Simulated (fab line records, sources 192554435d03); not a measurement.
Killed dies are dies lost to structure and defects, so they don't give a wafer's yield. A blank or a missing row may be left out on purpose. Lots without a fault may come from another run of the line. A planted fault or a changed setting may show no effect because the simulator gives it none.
A struck lot beside a sound one | flow n5_finfet | 36 steps out of a route of 1938
Sound: wafers L883.1, L883.3, L883.6. Struck: wafers L891.3, L891.4, L891.5. The cause comes at the end.
At each step with rows: each side's tool, then ch and its chambers, then its first start. Under that, the readings that differ: sound wafers | struck wafers | difference of the means | sigmas: that difference in standard deviations of wafers without a fault.
alike: readings whose means differ by less than 2 such deviations, and words and numbers that are the same on both sides. not compared: withheld readings, readings that some wafer has no value for, bounds like >300 that may hide the same value, and numbers for which the record gives no deviation and whose values overlap.
The two part at a step that has a row with sigmas, a row that says differs or no value, or rows on one side only. Numbers that don't overlap but have no deviation are shown without sigmas and don't part them. A reading that every wafer of one side lacks parts them only if that side has two wafers or more.

first, 12 steps without rows for these wafers: N5_SD_EPI_P_STRIP_38 (strips in N2/H2); N5_SD_EPI_P_ETCHBACK_46 (etches SiNx in CH3F/O2, stops on SiO2, target depth 17.5 nm); N5_SD_EPI_P_ETCH_47 (etches SiOCN in CH3F/O2, target depth 25 nm); N5_SD_EPI_P_ETCH_16 (etches SiO2 in CHF3/O2, target depth 5 nm); N5_SD_EPI_P_STRIP_50 (strips in CHF3/O2); N5_SD_EPI_P_SD_RECESS_17 (chemistry HBr/Cl2/O2, target depth 39.1 nm, bt time 3 s); N5_SD_EPI_P_WET_ETCH_45 (etches SiO2 in dHF, time 10.7 s, target depth 2 nm, rinse time 30 s); N5_SD_EPI_P_STRIP_40 (strips in N2/H2); N5_SD_EPI_P_PRECLEAN_52 (cleans in O3/DIW, time 60 s); N5_SD_EPI_P_SRD_20 (time 30 s); N5_SD_EPI_P_PRECLEAN_51 (cleans in NF3:NH3, afs cycles 1, time 20 s, sublimation time 60 s); N5_SD_EPI_P_VAPOR_ETCH_44 (etches SiGe30 in NF3/Ar, time 3.3 s).
N5_SD_EPI_P_EPI_21: deposits SiGe:B, time 355 s.
  sound on epi_rpcvd-01 ch 0, day 6 02:34; struck on epi_rpcvd-01 ch 0, day 8 01:55
then, 8 steps without rows for these wafers: N5_SD_EPI_P_HM_STRIP_48 (strips SiNx in H3PO4, material SiNx, target depth 3 nm); N5_SD_EPI_P_SRD_49 (time 30 s); N5_SD_EPI_P_PRECLEAN_24 (cleans in O3/DIW, time 45 s); N5_SD_EPI_P_PRECLEAN_32 (cleans in dHF, time 10 s); N5_SD_EPI_P_PRECLEAN_33 (cleans in SC2, time 45 s); N5_SD_EPI_P_SRD_25 (time 30 s); N5_SD_ACTIVATION_RTA_00 (time 0 s); N5_SD_ACTIVATION_LSA_01 (time 0.0008 s).
N5_SD_ACTIVATION_RS_MEAS_03: measures by four-point-probe.
  sound on film_metro-01, day 6 05:22; struck on film_metro-01, day 8 04:37
  reading          | sound          | struck            | difference | sigmas
  RS_SD_P (ohm/sq) | 55.8 55.2 55.9 | 118.7 116.5 118.8 | +62.4      | +76
  alike: RS_SD_N
then, 12 steps without rows for these wafers: N5_ILD0_LINER_00 (material SiNx, target thk 4 nm, pulse time 1 s, purge time 2 s); N5_ILD0_FCVD_FILL_01 (material SiO2 flowable, target thk 200 nm, time 328.3 s); N5_ILD0_CURE_02 (time 1800 s); N5_ILD0_CMP_03 (polishes, stops on SiNx, t overpolish 1.9 s, target thk 197.38 nm); N5_ILD0_CMP_07 (polishes SiO2 flowable, stops on poly-Si, t overpolish 1.18 s, target thk 138.88 nm); N5_ILD0_PRECLEAN_10 (cleans in NF3:NH3, afs cycles 5, time 20 s, sublimation time 60 s); N5_ILD0_ALD_15 (deposits SiNx, target thk 24 nm, pulse time 1 s, ald cycles 480); N5_ILD0_CMP_12 (polishes SiNx, stops on poly-Si, t overpolish 6 s, target thk 17.67 nm); N5_SDB_HM_DEP_00 (deposits SiNx from SiH4/NH3/N2, target thk 40 nm, time 35.3 s); N5_SDB_COAT_03 (time 60 s, resist thk 100 nm); N5_SDB_COAT_04 (time 60 s, resist thk 18 nm); N5_SDB_COAT_05 (resist thk 90 nm).
-- the record jumps here: 6 days lie between the struck wafers' starts before and after (it left off in module SDB and takes up again in module BEOL_M4, whose first step shown is number 1111 of the route) --
N5_BEOL_M4_RC_MEAS_101:
  sound on prober-01 ch 0, day 11 21:25; struck on prober-02 ch 0, day 14 12:54
  reading             | sound             | struck               | difference | sigmas
  DIBL_P (mV/V)       | 35.2 38.5 35.6    | 32.5 29.8 32.7       | -4.8       | -2
  IOFF_P (nA/um)      | 0.22 0.29 0.23    | 0.13 0.10 0.12       | -0.13      | -4
  IOFF_P_85C (nA/um)  | 3.8 4.8 3.9       | 2.4 1.9 2.3          | -2.0       | -4
  IOFF_P_LIN (nA/um)  | 0.103 0.125 0.108 | 0.065 0.053 0.064    | -0.051     | -4
  ION_P (uA/um)       | 471 471 475       | 397 409 415          | -65        | -7
  RC_DENSE_P (ohm.um) | 23.6 23.6 23.3    | 39.9 40.2 39.7       | +16.4      | +26
  RC_P (ohm.um)       | 19.1 19.1 18.9    | 32.5 33.0 32.6       | +13.7      | +26
  REXT_P (ohm.um)     | 101.9 100.5 101.1 | 175.1 176.3 174.1    | +74.0      | +34
  RS_SD_P (ohm/sq)    | 65.8 65.6 65.7    | 131.3 130.3 132.6    | +65.7      | +70
  VT_P (mV)           | -248 -243 -249    | -264 -267 -260       | -17        | -5
  VT_P_LVT (mV)       | -98.2 -94.2 -97.2 | -108.7 -112.3 -109.1 | -13.5      | -5
  alike: DIBL_N, IOFF_N, ION_N, SS_N, SS_P, VT_N
-- the record jumps here: 5 days lie between the struck wafers' starts before and after (it left off in module BEOL_M4 and takes up again in module PASSIVATION, whose first step shown is number 1936 of the route) --
N5_PASSIVATION_PROBE_49:
  sound on prober-01, day 16 08:19; struck on prober-01, day 19 07:55
  reading              | sound          | struck            | difference | sigmas
  sort_bin_8_speed (%) | 0 0 0          | 92.80 89.24 84.41 | +88.82     | +99 or more
  sort_n_pass          | 1058 1060 1068 | 0 1 70            | -1038      | -65
  sort_yield_pct (%)   | 89.7 89.8 90.5 | 0 0.1 5.9         | -88        | -68
  alike: defect_limited_yield, killed_at_M0_to_M3, killed_at_M4_up, killed_at_contacts, killed_at_front_end, killed_at_other, killed_dies, killed_open, killed_short, sort_bin_4_leakage, sort_bin_5_function, sort_bin_6_memory

WHERE THEY PART
First at N5_SD_ACTIVATION_RS_MEAS_03; last, within this record, at N5_PASSIVATION_PROBE_49.

WHY: what the simulator had put in
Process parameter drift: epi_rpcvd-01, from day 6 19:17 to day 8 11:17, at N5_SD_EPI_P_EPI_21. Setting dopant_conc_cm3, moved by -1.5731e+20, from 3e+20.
